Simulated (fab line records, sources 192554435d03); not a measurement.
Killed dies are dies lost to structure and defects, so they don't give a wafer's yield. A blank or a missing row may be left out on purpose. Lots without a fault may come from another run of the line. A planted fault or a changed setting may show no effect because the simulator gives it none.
A struck lot beside a sound one | flow n5_finfet | 15 steps out of a route of 1938
Sound: wafers L763.3, L763.4, L763.5. Struck: wafer L772.6. (L772.5 of the same lot was not struck and is left out.) The cause comes at the end.
At each step with rows: each side's tool, then ch and its chambers, then its first start. Under that, the readings that differ: sound wafers | struck wafers | difference of the means | sigmas: that difference in standard deviations of wafers without a fault.
alike: readings whose means differ by less than 2 such deviations, and words and numbers that are the same on both sides. not compared: withheld readings, readings that some wafer has no value for, bounds like >300 that may hide the same value, and numbers for which the record gives no deviation and whose values overlap.
The two part at a step that has a row with sigmas, a row that says differs or no value, or rows on one side only. Numbers that don't overlap but have no deviation are shown without sigmas and don't part them. A reading that every wafer of one side lacks parts them only if that side has two wafers or more.

first, 7 steps without rows for these wafers: N5_BEOL_M11_COAT_64 (time 60 s, resist thk 30 nm); N5_BEOL_M11_COAT_22 (resist thk 90 nm); N5_BEOL_M11_EBR_24; N5_BEOL_M11_SOFTBAKE_23 (time 60 s); N5_BEOL_M11_EXPOSE_25 (exposes mask V10); N5_BEOL_M11_PEB_26 (peb time 60 s); N5_BEOL_M11_DEVELOP_27 (develop time 30 s).
N5_BEOL_M11_CD_MEAS_28: target cd 70 nm.
  sound on cd_sem-01 ch 0, day 12 15:54; struck on cd_sem-02 ch 0, day 15 11:17
  alike: cd_nm
N5_BEOL_M11_OVL_MEAS_29:
  sound on overlay-02 ch 0, day 12 15:56; struck on overlay-01 ch 0, day 15 11:19
  alike: V10_OVL
N5_BEOL_M11_INSPECT_30: inspects for defects (brightfield).
  sound on defect_inspect-02, day 12 15:58; struck on defect_inspect-02, day 15 11:20
  reading          | sound       | struck | difference | sigmas
  raw_defect_count | 654 596 692 | 401    | -246       | -2
N5_BEOL_M11_DESCUM_33: chemistry O2, time 7.9 s.
  sound on rie_diel-02 ch 0,3, day 12 15:59; struck on rie_diel-02 ch 0, day 15 11:23
  alike: drypump_motor_current_A, oes_product_au, rf_vpp_V, showerhead_plenum_p_Torr, throttle_valve_pct
  not compared: rf_hours_counter_h
N5_BEOL_M11_ETCH_65: etches SiARC in CF4, target depth 39 nm, time 65 s.
  sound on rie_diel-02 ch 0,3, day 12 16:01; struck on rie_diel-02 ch 0, day 15 11:26
  reading    | sound             | struck | difference | sigmas
  bias_w (W) | 35.72 36.08 35.81 | 36.08  | +0.21      | +2
  alike: cf4_flow_sccm, drypump_motor_current_A, etch_rf_on_time_s, oes_product_au, rf_vpp_V, showerhead_plenum_p_Torr, throttle_valve_pct
  not compared: rf_hours_counter_h
N5_BEOL_M11_ETCH_66: etches SOC in N2/H2, target depth 120 nm, overetch 24 nm, time 180 s.
  sound on rie_diel-02 ch 0,3, day 12 16:04; struck on rie_diel-02 ch 0, day 15 11:31
  reading                                     | sound             | struck | difference | sigmas
  run_length_s (s)                            | 202.7 203.0 202.6 | 171.8  | -31.0      | -66
  model.SiARC_of_BEOL_M11_COAT_64.thk_nm (nm) | 23.2 23 23.2      | 24.2   | +1.1       |
  alike: drypump_motor_current_A, oes_product_au, rf_vpp_V, showerhead_plenum_p_Torr, throttle_valve_pct
  not compared: bias_w, rf_hours_counter_h
then, 2 steps without rows for these wafers: N5_BEOL_M11_STRIP_69 (strips in N2/H2); N5_PASSIVATION_PROBE_49.

WHERE THEY PART
First at N5_BEOL_M11_INSPECT_30; last, within this record, at N5_BEOL_M11_ETCH_66.

WHY: what the simulator had put in
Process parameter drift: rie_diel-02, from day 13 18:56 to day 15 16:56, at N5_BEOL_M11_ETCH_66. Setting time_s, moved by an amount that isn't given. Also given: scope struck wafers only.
